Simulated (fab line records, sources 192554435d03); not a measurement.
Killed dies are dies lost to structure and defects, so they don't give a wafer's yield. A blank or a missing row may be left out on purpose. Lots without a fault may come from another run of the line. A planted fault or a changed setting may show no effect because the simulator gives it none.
Which tool did it? | flow n5_finfet | 14 lots, 42 wafers sampled, at 2 steps of a route of 1938

WHAT THE GAUGES READ, wafer by wafer
N5_BEOL_M13_CD_MEAS_28: target cd 209.5 nm.
lot  | measured     | on        | cd_nm (nm)
L175 | day 10 19:38 | cd_sem-01 | 209.9 208.6 210.4
L176 | day 11 03:01 | cd_sem-02 | 210.6 210.2 209.1
L178 | day 11 11:31 | cd_sem-02 | 209.2 208.5 209.7
L179 | day 11 14:38 | cd_sem-02 | 209.1 209.4 208.0
L180 | day 12 02:50 | cd_sem-01 | 209.6 209.4 209.9
L181 | day 12 10:11 | cd_sem-02 | 209.8 207.9 208.6
L183 | day 12 21:46 | cd_sem-03 | 211.1 211.1 209.7
L182 | day 12 23:44 | cd_sem-02 | 210.9 208.5 210.3
L184 | day 13 18:50 | cd_sem-02 | 210.0 209.3 208.2
L185 | day 13 23:20 | cd_sem-02 | 209.8 208.9 208.2
L194 | day 15 15:29 | cd_sem-01 | 320.0 210.5 209.7
L195 | day 16 18:51 | cd_sem-02 | 208.5 315.2 210.2
L196 | day 17 03:05 | cd_sem-03 | 208.6 209.9 209.6
L197 | day 18 11:16 | cd_sem-01 | 211.3 210.1 210.4

WHICH TOOL RAN EACH LOT (tool, then ch and the chambers of the sampled wafers, then the start)
lot  | N5_BEOL_M13_EXPOSE_25
L175 | krf_scanner-02 ch 0, day 10 19:28
L176 | krf_scanner-02 ch 0, day 11 02:52
L178 | krf_scanner-02 ch 0, day 11 11:20
L179 | krf_scanner-02 ch 0, day 11 14:27
L180 | krf_scanner-02 ch 0, day 12 02:40
L181 | krf_scanner-01 ch 0, day 12 10:01
L183 | krf_scanner-01 ch 0, day 12 21:36
L182 | krf_scanner-02 ch 0, day 12 23:35
L184 | krf_scanner-01 ch 0, day 13 18:41
L185 | krf_scanner-02 ch 0, day 13 23:10
L194 | krf_scanner-01 ch 0, day 15 15:19
L195 | krf_scanner-01 ch 0, day 16 18:41
L196 | krf_scanner-02 ch 0, day 17 02:55
L197 | krf_scanner-02 ch 0, day 18 11:06
- N5_BEOL_M13_EXPOSE_25: exposes mask M13, target cd 210 nm.

WHAT THE TOOLS THEMSELVES READ (means of the sampled wafers that have a number; where no wafer has one, the mark that the record gives instead)
The record holds no such reading with a usual standard deviation.

THE ANSWER, worked out from the rows above alone
Rule: what is usual is taken from the lots themselves. Put in order of their means at a reading, lots are off if they are a third of the lots or fewer, leave a main group of 4 or more, and stand apart from it by a gap of 3 or more times the standard deviation of the main group's means; of several such gaps the widest counts. A main group whose means are all the same, to the digits that the tables above print for the reading, isn't used. A lot without any number at a reading at which 4 lots or more have one is off too. The other lots that the step has rows for count as sound. The gauges are gone through in route order, then the tools' own readings, and for those a lot's mean is taken as printed above. The first step at which some lot is off is used, and at that step the reading that is off furthest; a lot without a number counts as furthest.
Off: L194, L195, at N5_BEOL_M13_CD_MEAS_28 (cd_nm). The main group: mean 209.6 nm, standard deviation 0.61.
A tool fits if, at a process step before that reading, it ran every lot that is off, and no sound lot after the first of them. The gauges at N5_BEOL_M13_CD_MEAS_28 are tried like those tools. One fits: krf_scanner-01 at N5_BEOL_M13_EXPOSE_25. Its last sound lot is L184 (day 13 18:41), its first lot that is off L194 (day 15 15:19): a fault that began between those two fits.

WHAT THE SIMULATOR HAD PUT IN
Process parameter drift: krf_scanner-01, from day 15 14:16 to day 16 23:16, at N5_BEOL_M13_EXPOSE_25. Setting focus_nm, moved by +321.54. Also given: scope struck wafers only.
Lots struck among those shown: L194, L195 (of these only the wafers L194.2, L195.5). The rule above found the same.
